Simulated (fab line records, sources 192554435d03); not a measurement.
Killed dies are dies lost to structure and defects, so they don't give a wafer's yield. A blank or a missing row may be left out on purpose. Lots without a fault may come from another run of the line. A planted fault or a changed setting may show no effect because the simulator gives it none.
Problem report in the 8D (eight disciplines) form, filled by code | flow n5_finfet | the parts of the form that need people (team, actions taken, sign-off) are left out

1. THE PROBLEM
raw_defect_count at N5_BEOL_M2_INSPECT_30 reads a mean of 884 on 1 wafer of 1 lot; wafers without a fault read 429 with a standard deviation of 96. That is +4.7 standard deviations from the usual mean.
The step: inspects for defects (brightfield).
First seen on wafer L233.1, day 12 16:42, on defect_inspect-01. The record holds 26 wafers of 9 lots with a number at this step. Rule for "out", or "out of limits": more than 4 standard deviations from the usual mean. The other wafers with a number count as sound.

2. WHAT IT IS AND WHAT IT IS NOT
question                    | is                | is not
which readings at this step | raw_defect_count  | -
which lots                  | L233              | L211, L212, L213, L215, L217, L218, L220, L221
which wafers of those lots  | L233.1            | L233.2, L233.4
read on which gauges        | defect_inspect-01 | defect_inspect-02
when                        | from day 12 16:42 | up to then (25 sound wafers)

3. SUSPECTS, AND WHAT RULES EACH OUT
Counting: a tool at a process step up to the reading stays a suspect if it ran every lot that is out. Sound lots after the first of them don't rule it out here, since some wafers of a struck lot are sound.
- the gauge at N5_BEOL_M2_INSPECT_30: ruled out. All the wafers that are out were read on defect_inspect-01, but those of them that N5_PASSIVATION_PROBE_49 has rows for are out there too, on other tools.
- pvd_sputter-02 at N5_BEOL_M2_HM_DEP_02 (deposits TiN, target thk 20 nm): kept. It ran the lot that is out, L233 (day 12 15:13); its last sound lot up to then is L220 (day 9 03:18).
- rie_diel-03 at N5_BEOL_M2_STRIP_66 (strips in CF4): kept. It ran the lot that is out, L233 (day 12 15:56); its last sound lot up to then is L218 (day 8 06:59).
- Within rie_diel-03 at N5_BEOL_M2_STRIP_66: the wafers that are out ran in chamber 1; their sound lot-mates ran in chambers 0, 2.
Left after counting: pvd_sputter-02 at N5_BEOL_M2_HM_DEP_02, rie_diel-03 at N5_BEOL_M2_STRIP_66.

4. THE CAUSE (what the simulator had put in)
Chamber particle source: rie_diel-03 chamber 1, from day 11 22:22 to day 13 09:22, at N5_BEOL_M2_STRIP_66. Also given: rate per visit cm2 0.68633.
Counting left 2 suspects, and this tool is among them.

5. THE CHAIN OF EFFECTS, in route order
Each row: a reading whose mean over the struck wafers that have a number lies more than 3 standard deviations from the usual. Only readings for which the record gives a usual standard deviation are gone through. hours: the time from each lot's start at the first step in this table that gives one to its start at this step, as a median over the lots. sigmas: the change in usual standard deviations.
hours | step                    | reading              | usual  | on struck wafers | change | sigmas
0     | N5_BEOL_M2_INSPECT_30   | raw_defect_count     | 429    | 884              | +455   | +4.7
158   | N5_PASSIVATION_PROBE_49 | defect_limited_yield | 91.5 % | 84.2             | -7.3   | -5.6
158   | N5_PASSIVATION_PROBE_49 | killed_at_M0_to_M3   | 36     | 103              | +67    | +6.7
158   | N5_PASSIVATION_PROBE_49 | killed_dies          | 101    | 187              | +86    | +5.7
158   | N5_PASSIVATION_PROBE_49 | killed_on_rim        | 14     | 33               | +19    | +4.4
158   | N5_PASSIVATION_PROBE_49 | sort_bin_5_function  | 5.0 %  | 10.9             | +5.9   | +6.6
158   | N5_PASSIVATION_PROBE_49 | sort_n_pass          | 1079   | 993              | -86    | -5.4
158   | N5_PASSIVATION_PROBE_49 | sort_yield_pct       | 91.4 % | 84.2             | -7.2   | -5.1
The process steps in it:
- N5_PASSIVATION_PROBE_49
Later measuring or inspecting steps at which every struck wafer that the step has a row for has a number for every such reading, and none has moved that far: N5_BEOL_M4_RC_MEAS_101.

6. WHAT WOULD HAVE CAUGHT IT SOONER
In this record the first reading out of limits at a measuring or inspecting step was taken at day 12 16:42, 18 hours after the fault began at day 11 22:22.
Of the tool readings at N5_BEOL_M2_STRIP_66 for which the record gives a usual standard deviation, none was out on any struck wafer, so an alarm limit of 4 standard deviations on them would not have fired.
All the lots that are out (1) had begun N5_BEOL_M2_STRIP_66 on rie_diel-03 by day 12 16:42. A hold on the tool at that time would have spared none of them.
